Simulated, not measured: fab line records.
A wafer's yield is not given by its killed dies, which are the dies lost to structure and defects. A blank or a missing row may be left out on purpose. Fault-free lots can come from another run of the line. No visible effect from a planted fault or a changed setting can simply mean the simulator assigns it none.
Problem report, 8D (eight disciplines) form, completed by code -- flow n5-finfet -- the parts of the form that need people (team, actions taken, sign-off) are left out

1. THE PROBLEM
Mean of bias-w at N5_BEOL_M8_ETCH_61: 39.36 W across 6 wafers in 2 lots; on wafers with no fault it is 36.01 W (standard deviation 0.1). Measured from the usual mean, that is +33 standard deviations.
The step: etches SiARC in CF4, target depth 45.5 nm, time 75.8 s.
The first sign was on wafer L923.1 at day 13 13:48, on rie-diel-05. Wafers with a number at this step in the record: 33, from 11 lots. By rule, "out" or "out of limits" means more than 4 standard deviations away from the usual mean. All remaining wafers that have a number are taken as sound.

2. WHAT IT IS, WHAT IT ISN'T
question,is,is not
which readings at this step,"bias-w, rf-vpp-V","chamber-pressure-mTorr, etch-rf-on-time-s, showerhead-plenum-p-Torr, throttle-valve-pct"
which lots,"L923, L925","L911, L912, L913, L914, L917, L922, L928, L931, L932"
which wafers of those lots,all that have a number,-
read on which tools,rie-diel-05,"rie-diel-01, rie-diel-03"
when,from day 13 13:48,"up to then (18 sound wafers); but 9 sound wafers of L928, L931, L932 came after"

3. SUSPECTS, AND WHAT RULES EACH OUT
Counting: a tool at any process step up to the reading remains a suspect when it ran all the lots that are out and ran no sound lot after the first of those.
- rie-diel-05 at N5_BEOL_M8_ETCH_61 (etches SiARC in CF4, target depth 45.5 nm, time 75.8 s): kept. It ran every lot that is out, first L923 (day 13 13:48), and no sound lot after that; its last sound lot up to then is L922 (day 12 15:55). Its own bias-w, rf-vpp-V readings are out on those wafers.
After counting, what remains is rie-diel-05 at N5_BEOL_M8_ETCH_61.

4. THE CAUSE (what the simulator had put in)
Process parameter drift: rie-diel-05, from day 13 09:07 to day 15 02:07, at N5_BEOL_M8_ETCH_61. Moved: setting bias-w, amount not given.
The count eliminated every tool but this one.

5. SEQUENCE OF EFFECTS, ordered by route
Each row: a reading whose mean over the struck wafers that have a number lies more than 3 standard deviations from the usual. Readings are gone through only where the record gives a usual standard deviation; hours: the median, over the lots, of the time from a lot's start at the first step in this table giving one to that lot's start at this step; sigmas: the change measured in usual standard deviations.
hours,step,reading,usual,on struck wafers,change,sigmas
0,N5_BEOL_M8_ETCH_61,bias-w,36.01 W,39.36,+3.35,+33
0,N5_BEOL_M8_ETCH_61,rf-vpp-V,184.3 V,195.9,+11.6,+9.7
It contains these process steps:
- N5_BEOL_M8_ETCH_61: etches SiARC in CF4, target depth 45.5 nm, time 75.8 s.

6. HOW IT WOULD HAVE BEEN CAUGHT EARLIER
The fault began at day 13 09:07; the first out-of-limits reading in this record came at day 13 13:48, 5 hours later.
